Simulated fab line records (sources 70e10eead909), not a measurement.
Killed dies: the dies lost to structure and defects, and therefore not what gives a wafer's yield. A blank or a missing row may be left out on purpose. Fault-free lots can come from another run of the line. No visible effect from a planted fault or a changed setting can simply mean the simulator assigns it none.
Chamber matching | flow nand-harc | NHARC_A_CONTACT_ETCH_75 on rie-diel-07: 4 sister chambers
The step etches the open film in CF4, target depth 39 nm, time 65 s. 24 wafers are shown with their chamber, then 12 later ones without.

## WAFERS, EACH WITH ITS CHAMBER
wafer  | chamber | rf-vpp-V (V) | throttle-valve-pct (%) | oes-product-au (a.u.)
L074.3 | 1       | 152.2        | 13.280                 | 1.005
L074.5 | 0       | 151.5        | 13.275                 | 1.001
L074.6 | 3       | 152.4        | 13.285                 | 1.003
L075.2 | 0       | 150.6        | 13.282                 | 0.997
L075.5 | 2       | 151.8        | 13.259                 | 0.993
L075.6 | 1       | 151.5        | 13.294                 | 0.996
L077.2 | 1       | 152.9        | 13.288                 | 1.010
L077.5 | 3       | 151.9        | 13.291                 | 0.999
L077.6 | 0       | 149.7        | 13.295                 | 1.001
L079.1 | 3       | 152.0        | 13.278                 | 0.993
L079.3 | 2       | 153.1        | 13.274                 | 0.996
L079.5 | 0       | 151.4        | 13.278                 | 0.991
L081.1 | 0       | 149.8        | 13.294                 | 1.002
L081.3 | 3       | 151.3        | 13.280                 | 1.000
L081.6 | 0       | 150.6        | 13.271                 | 0.990
L085.2 | 3       | 152.4        | 13.295                 | 0.994
L085.3 | 2       | 151.8        | 13.275                 | 1.007
L085.4 | 0       | 149.8        | 13.288                 | 0.990
L082.2 | 0       | 151.6        | 13.291                 | 0.988
L082.4 | 3       | 152.8        | 13.268                 | 0.997
L082.6 | 3       | 153.5        | 13.288                 | 1.005
L093.2 | 0       | 149.6        | 13.299                 | 0.989
L093.3 | 1       | 151.4        | 13.285                 | 0.998
L093.5 | 3       | 151.7        | 13.281                 | 1.000

SIGNATURES (means of the wafers above)
reading            | chamber 0 | chamber 1 | chamber 2 | chamber 3 | scatter within a chamber
rf-vpp-V           | 150.511   | 152.000   | 152.233   | 152.250   | 0.754
throttle-valve-pct | 13.28589  | 13.28675  | 13.26933  | 13.28325  | 0.00875
oes-product-au     | 0.99433   | 1.00225   | 0.99867   | 0.99887   | 0.00559
Rule: a wafer lies at a distance from a chamber equal to the root of the sum of squares, over the readings, of (its reading less the chamber's mean, divided by the reading's scatter). The wafer belongs to the nearest chamber; if the next one is less than 2 further off, it can't be placed. The scatter is the square root of a quotient: the sum, over the shown wafers, of each reading's squared deviation from its chamber's mean, divided by wafers minus chambers.

## WAFERS WITHOUT THEIR CHAMBER
wafer  | rf-vpp-V (V) | throttle-valve-pct (%) | oes-product-au (a.u.)
L092.1 | 149.4        | 13.276                 | 0.996
L092.4 | 151.6        | 13.299                 | 1.001
L092.6 | 153.1        | 13.292                 | 0.990
L095.1 | 153.0        | 13.276                 | 1.002
L095.4 | 151.9        | 13.286                 | 0.997
L095.5 | 151.2        | 13.282                 | 0.996
L097.3 | 153.6        | 13.277                 | 1.007
L097.4 | 150.4        | 13.276                 | 0.989
L097.6 | 151.7        | 13.277                 | 0.991
L096.2 | 150.8        | 13.276                 | 0.977
L096.3 | 149.8        | 13.271                 | 0.997
L096.6 | 149.4        | 13.280                 | 0.981

## THE CHAMBER EACH PASSED THROUGH
wafer  | from the rows above               | in truth
L092.1 | can't be placed: 0 or 1 or 2      | 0
L092.4 | can't be placed: 1 or 3 or 0      | 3
L092.6 | can't be placed: 3 or 1 or 2 or 0 | 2
L095.1 | can't be placed: 2 or 3 or 1      | 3
L095.4 | can't be placed: 3 or 1 or 0 or 2 | 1
L095.5 | can't be placed: 0 or 3 or 1 or 2 | 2
L097.3 | can't be placed: 3 or 2 or 1      | 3
L097.4 | can't be placed: 0 or 2 or 3 or 1 | 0
L097.6 | can't be placed: 3 or 2 or 0 or 1 | 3
L096.2 | can't be placed: 0 or 2 or 3 or 1 | 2
L096.3 | can't be placed: 0 or 2 or 3 or 1 | 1
L096.6 | 0                                 | 0
Correct placement for 1 of the 12. These rows do not allow placing 11 (true chamber among the candidates in 11). 0 placed wrongly.
